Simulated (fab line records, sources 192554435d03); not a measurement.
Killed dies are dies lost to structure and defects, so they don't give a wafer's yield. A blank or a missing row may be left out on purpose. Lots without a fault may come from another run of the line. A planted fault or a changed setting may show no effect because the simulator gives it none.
Split-lot experiment | flow n5_finfet | 7 lots, 21 wafers read, on a route of 1938 steps

THE SPLIT
At N5_BEOL_M11_ETCH_41 (etches SiCN in CH3F/O2, target depth 42.6 nm, time 86 s), the setting time_s was moved away from the recipe's 86 s on 4 of the 21 wafers read, by -16.5% to +17.8%. The other wafers ran this setting at the recipe's value.

The reading is taken at the split's own step.

THE READING
etch.depth_nm (the simulator's own value, which no gauge read), in nm, at N5_BEOL_M11_ETCH_41 (etches SiCN in CH3F/O2, target depth 42.6 nm, time 86 s). The file gives no usual value for it. The 17 wafers here that ran the recipe average 32.56 nm, standard deviation 0.3 nm.

wafer  | tool, chamber at the split | time_s as run, s | against the recipe | etch.depth_nm, nm | against lot-mates on the recipe
L077.1 | rie_diel-02, 2             | 101.3            | +17.8%             | 38.2              | +5.47
L077.2 | rie_diel-02, 3             | 86               | recipe             | 32.73             | -
L077.4 | rie_diel-02, 0             | 101.3            | +17.8%             | 38.8              | +6.07
L078.2 | rie_diel-03, 1             | 86               | recipe             | 32.86             | -
L078.4 | rie_diel-03, 3             | 86               | recipe             | 32.2              | -
L078.5 | rie_diel-03, 0             | 86               | recipe             | 32.51             | -
L080.1 | rie_diel-04, 0             | 71.79            | -16.5%             | 27.03             | -5.31
L080.2 | rie_diel-04, 2             | 86               | recipe             | 32.45             | -
L080.5 | rie_diel-04, 2             | 86               | recipe             | 32.24             | -
L096.3 | rie_diel-03, 3             | 86               | recipe             | 32.06             | -
L096.4 | rie_diel-03, 3             | 86               | recipe             | 32.02             | -
L096.6 | rie_diel-03, 0             | 86               | recipe             | 32.51             | -
L090.2 | rie_diel-04, 1             | 86               | recipe             | 32.93             | -
L090.3 | rie_diel-04, 2             | 86               | recipe             | 33.08             | -
L090.5 | rie_diel-04, 1             | 97.57            | +13.5%             | 37.37             | +4.37
L097.1 | rie_diel-02, 3             | 86               | recipe             | 32.4              | -
L097.2 | rie_diel-02, 1             | 86               | recipe             | 32.78             | -
L097.5 | rie_diel-02, 0             | 86               | recipe             | 32.38             | -
L092.3 | rie_diel-04, 3             | 86               | recipe             | 32.78             | -
L092.4 | rie_diel-04, 0             | 86               | recipe             | 32.72             | -
L092.6 | rie_diel-04, 1             | 86               | recipe             | 32.79             | -

THE FIT
A straight line over all 21 wafers: etch.depth_nm changes by +0.338 nm for each +1% of time_s; r = +0.99; the points scatter about the line by 0.31 nm.
The same after taking each lot's own level away (the mean of its wafers on the recipe; 21 wafers): +0.324 nm for each +1%; r = +1.00; scatter 0.19 nm.
On that fit, the largest move of time_s shifts the reading by 5.8 nm.
The lots' own levels span 32.197 to 33.005 nm, that is 2.7 times the standard deviation above.
So the lot-to-lot level changes the slope little: the two slopes agree.
Check: with one of the wafers moved furthest among these (+17.8%) left out of the fit, the line predicts +5.89 nm for it against its lot-mates. It came out at +5.47 nm against them.

OTHER SPLITS ON THESE WAFERS
These wafers also went through other splits before the reading. Each is held against what the fit with the lots' levels taken away leaves over:
other split on the same wafers | wafers away from the commonest value | r with etch.depth_nm (lot level and that fit taken away)
N5_BEOL_M9_ILD_DEP_00 time_s   | 7                                    | +0.02
N5_BEOL_M10_COAT_60 spin_rpm   | 6                                    | -0.26
N5_BEOL_M10_EXPOSE_08 dose_mj  | 5                                    | +0.25
N5_BEOL_M10_ETCH_41 source_w   | 3                                    | -0.31
N5_BEOL_M11_ETCH_66 time_s     | 6                                    | +0.31

THE FILE'S OWN FIT
etch.depth_nm changes by +0.323 nm for each +1% of time_s, r = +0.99.
